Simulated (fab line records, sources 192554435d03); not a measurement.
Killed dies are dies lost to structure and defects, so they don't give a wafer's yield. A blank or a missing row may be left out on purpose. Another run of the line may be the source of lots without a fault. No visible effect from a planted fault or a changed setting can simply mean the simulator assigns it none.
Chamber matching	flow n5-finfet	N5_BEOL_M1_DEP_57 on pecvd-01 has 3 sister chambers
The step deposits SiCN from 3MS/NH3, target thk 8 nm, time 14 s. 6 wafers are shown with their chamber, then 12 later ones without.

## WAFERS PAIRED WITH THEIR CHAMBERS
wafer	chamber	throttle-valve-pct (%)	showerhead-plenum-p-Torr (Torr)
L087.1	1	8.6	3.643
L087.2	0	9.5	3.655
L087.3	2	8.1	3.665
L087.4	1	9.2	3.640
L087.5	0	9.7	3.644
L087.6	2	7.8	3.671

## WAFERS WITHOUT THEIR CHAMBER
wafer	throttle-valve-pct (%)	showerhead-plenum-p-Torr (Torr)
L088.1	8.8	3.649
L088.4	8.7	3.644
L088.5	9.5	3.648
L090.1	8.2	3.672
L090.2	8.8	3.640
L090.3	9.6	3.654
L090.4	8.2	3.660
L090.5	8.8	3.644
L090.6	9.6	3.646
L096.1	9.5	3.649
L096.2	8.7	3.652
L096.4	8.0	3.671

## CHAMBER TAKEN BY EACH
wafer	from the rows above	in truth
L088.1	can't be placed: 1 or 0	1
L088.4	1	1
L088.5	can't be placed: 0 or 1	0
L090.1	2	2
L090.2	1	1
L090.3	0	0
L090.4	2	2
L090.5	1	1
L090.6	can't be placed: 0 or 1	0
L096.1	0	0
L096.2	can't be placed: 1 or 0 or 2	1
L096.4	2	2
Placed correctly: 8 of 12. These rows do not allow placing 4 (true chamber among the candidates in 4). 0 placed wrongly.
How it was worked out, from the rows above alone: a wafer's distance from a chamber is the root of the sum, over the readings, of the square of ((its reading less the chamber's mean) divided by the reading's scatter). The wafer belongs to the nearest chamber; if the next one is less than 2 further off, it can't be placed. For every chamber, the mean is computed from those of its wafers that are shown. The scatter is the square root of a quotient: the sum, over the shown wafers, of each reading's squared deviation from its chamber's mean, divided by wafers minus chambers.
